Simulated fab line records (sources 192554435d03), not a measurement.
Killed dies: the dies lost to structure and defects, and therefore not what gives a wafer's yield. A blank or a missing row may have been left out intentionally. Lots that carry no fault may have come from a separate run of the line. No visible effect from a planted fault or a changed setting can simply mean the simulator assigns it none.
Matching of chambers / flow n5_finfet / rie_diel-02 running N5_BEOL_M6_ETCH_61: 4 sister chambers
The step etches SiARC in CF4, target depth 45.5 nm, time 75.8 s. 16 wafers are shown with their chamber, then 8 later ones without.

== WAFERS, EACH WITH ITS CHAMBER ==
wafer=L074.2; chamber=2; drypump_motor_current_A (A)=6.1; throttle_valve_pct (%)=15.14; showerhead_plenum_p_Torr (Torr)=2.16
wafer=L074.3; chamber=1; drypump_motor_current_A (A)=5.5; throttle_valve_pct (%)=16.08; showerhead_plenum_p_Torr (Torr)=2.22
wafer=L074.5; chamber=1; drypump_motor_current_A (A)=5.5; throttle_valve_pct (%)=16.07; showerhead_plenum_p_Torr (Torr)=2.22
wafer=L077.1; chamber=3; drypump_motor_current_A (A)=5.5; throttle_valve_pct (%)=15.16; showerhead_plenum_p_Torr (Torr)=2.19
wafer=L077.2; chamber=2; drypump_motor_current_A (A)=6.2; throttle_valve_pct (%)=15.14; showerhead_plenum_p_Torr (Torr)=2.16
wafer=L077.3; chamber=1; drypump_motor_current_A (A)=5.5; throttle_valve_pct (%)=16.10; showerhead_plenum_p_Torr (Torr)=2.22
wafer=L076.3; chamber=2; drypump_motor_current_A (A)=6.2; throttle_valve_pct (%)=15.15; showerhead_plenum_p_Torr (Torr)=2.16
wafer=L076.4; chamber=3; drypump_motor_current_A (A)=5.5; throttle_valve_pct (%)=15.14; showerhead_plenum_p_Torr (Torr)=2.19
wafer=L076.6; chamber=2; drypump_motor_current_A (A)=6.2; throttle_valve_pct (%)=15.14; showerhead_plenum_p_Torr (Torr)=2.16
wafer=L080.4; chamber=0; drypump_motor_current_A (A)=6.0; throttle_valve_pct (%)=15.35; showerhead_plenum_p_Torr (Torr)=2.16
wafer=L080.5; chamber=2; drypump_motor_current_A (A)=6.2; throttle_valve_pct (%)=15.17; showerhead_plenum_p_Torr (Torr)=2.15
wafer=L080.6; chamber=1; drypump_motor_current_A (A)=5.5; throttle_valve_pct (%)=16.11; showerhead_plenum_p_Torr (Torr)=2.21
wafer=L086.2; chamber=0; drypump_motor_current_A (A)=6.0; throttle_valve_pct (%)=15.40; showerhead_plenum_p_Torr (Torr)=2.15
wafer=L086.3; chamber=2; drypump_motor_current_A (A)=6.2; throttle_valve_pct (%)=15.20; showerhead_plenum_p_Torr (Torr)=2.15
wafer=L086.6; chamber=2; drypump_motor_current_A (A)=6.1; throttle_valve_pct (%)=15.23; showerhead_plenum_p_Torr (Torr)=2.15
wafer=L094.2; chamber=1; drypump_motor_current_A (A)=5.5; throttle_valve_pct (%)=15.68; showerhead_plenum_p_Torr (Torr)=2.20

SIGNATURES, as means of the wafers listed above
reading=drypump_motor_current_A; chamber 0=6.000; chamber 1=5.500; chamber 2=6.171; chamber 3=5.500; scatter within a chamber=0.0345
reading=throttle_valve_pct; chamber 0=15.3750; chamber 1=16.0080; chamber 2=15.1671; chamber 3=15.1500; scatter within a chamber=0.11
reading=showerhead_plenum_p_Torr; chamber 0=2.1550; chamber 1=2.2140; chamber 2=2.1557; chamber 3=2.1900; scatter within a chamber=0.00672
Rule: a wafer's distance from a chamber is the root of the sum, over the readings, of the square of ((its reading less the chamber's mean) divided by the reading's scatter). The wafer belongs to the nearest chamber; if the next one is less than 2 further off, it can't be placed. The scatter: the root of (the sum of the squares of (reading less its chamber's mean) over the shown wafers, divided by (wafers less chambers)).

== WAFERS MISSING THEIR CHAMBER ==
wafer=L094.3; drypump_motor_current_A (A)=6.2; throttle_valve_pct (%)=15.23; showerhead_plenum_p_Torr (Torr)=2.14
wafer=L094.4; drypump_motor_current_A (A)=6.0; throttle_valve_pct (%)=15.43; showerhead_plenum_p_Torr (Torr)=2.14
wafer=L096.3; drypump_motor_current_A (A)=5.5; throttle_valve_pct (%)=15.24; showerhead_plenum_p_Torr (Torr)=2.17
wafer=L096.4; drypump_motor_current_A (A)=6.2; throttle_valve_pct (%)=15.24; showerhead_plenum_p_Torr (Torr)=2.14
wafer=L096.5; drypump_motor_current_A (A)=5.5; throttle_valve_pct (%)=15.71; showerhead_plenum_p_Torr (Torr)=2.20
wafer=L097.2; drypump_motor_current_A (A)=5.5; throttle_valve_pct (%)=15.71; showerhead_plenum_p_Torr (Torr)=2.20
wafer=L097.4; drypump_motor_current_A (A)=6.0; throttle_valve_pct (%)=15.45; showerhead_plenum_p_Torr (Torr)=2.14
wafer=L097.5; drypump_motor_current_A (A)=6.0; throttle_valve_pct (%)=15.44; showerhead_plenum_p_Torr (Torr)=2.14

== EACH ONE'S CHAMBER ==
wafer=L094.3; from the rows above=2; in truth=2
wafer=L094.4; from the rows above=0; in truth=0
wafer=L096.3; from the rows above=3; in truth=3
wafer=L096.4; from the rows above=2; in truth=2
wafer=L096.5; from the rows above=can't be placed: 1 or 3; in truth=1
wafer=L097.2; from the rows above=can't be placed: 1 or 3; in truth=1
wafer=L097.4; from the rows above=0; in truth=0
wafer=L097.5; from the rows above=0; in truth=0
Correct placement for 6 of the 8. Not placeable from these rows: 2 (in 2, the candidates include the true chamber). Number placed wrongly: 0.
